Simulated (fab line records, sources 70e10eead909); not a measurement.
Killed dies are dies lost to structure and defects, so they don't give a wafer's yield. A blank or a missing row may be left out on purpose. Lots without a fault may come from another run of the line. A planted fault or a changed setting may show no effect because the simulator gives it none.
Which tool did it? | flow nand_harc | 7 lots, 21 wafers sampled, at 2 steps of a route of 1159

WHAT THE GAUGES READ, wafer by wafer
NHARC_A_ONON_D1_THK_MEAS_30: measures by ellipsometry.
lot  | measured     | on            | thk_nm (nm)
L535 | day 8 16:17  | film_metro-01 | 999 998 999
L539 | day 8 16:25  | film_metro-02 | 996 995 996
L540 | day 9 03:49  | film_metro-02 | 1021 1021 1019
L548 | day 11 09:58 | film_metro-02 | 598 599 598 599 599 600
L552 | day 12 01:34 | film_metro-02 | 992 992 991
L554 | day 12 18:25 | film_metro-01 | 1019 1016 1015
L558 | day 14 04:06 | film_metro-02 | 1005 1004 1004

WHICH TOOL RAN EACH LOT (tool, then ch and the chambers of the sampled wafers, then the start)
lot  | NHARC_A_ONON_D1_DEP_28
L535 | pecvd_onon-03 ch 0, day 8 15:47
L539 | pecvd_onon-02 ch 0, day 8 15:58
L540 | pecvd_onon-02 ch 0, day 9 03:25
L548 | pecvd_onon-02 ch 0, day 11 09:38
L552 | pecvd_onon-01 ch 0, day 12 01:05
L554 | pecvd_onon-03 ch 0, day 12 17:59
L558 | pecvd_onon-03 ch 0, day 14 03:43
- NHARC_A_ONON_D1_DEP_28: target thk 1000 nm.

THE ANSWER, worked out from the rows above alone
Rule: what is usual is taken from the lots themselves. Put in order of their means at a reading, lots are off if they are a third of the lots or fewer, leave a main group of 4 or more, and stand apart from it by a gap of 3 or more times the standard deviation of the main group's means; of several such gaps the widest counts. A main group whose means are all the same, to the digits that the tables above print for the reading, isn't used. A lot without any number at a reading at which 4 lots or more have one is off too. The other lots that the step has rows for count as sound.
Off: L548, at NHARC_A_ONON_D1_THK_MEAS_30 (thk_nm). The main group: mean 1005 nm, standard deviation 11.
A tool fits if, at a process step before that reading, it ran every lot that is off, and no sound lot after the first of them. The gauges at NHARC_A_ONON_D1_THK_MEAS_30 are tried like those tools. One fits: pecvd_onon-02 at NHARC_A_ONON_D1_DEP_28. Its last sound lot is L540 (day 9 03:25), its first lot that is off L548 (day 11 09:38): a fault that began between those two fits.

WHAT THE SIMULATOR HAD PUT IN
Process parameter drift: pecvd_onon-02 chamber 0, from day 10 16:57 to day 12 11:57, at NHARC_A_ONON_D1_DEP_28. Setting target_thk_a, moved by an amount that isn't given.
Lots struck among those shown: L548. The rule above found the same.
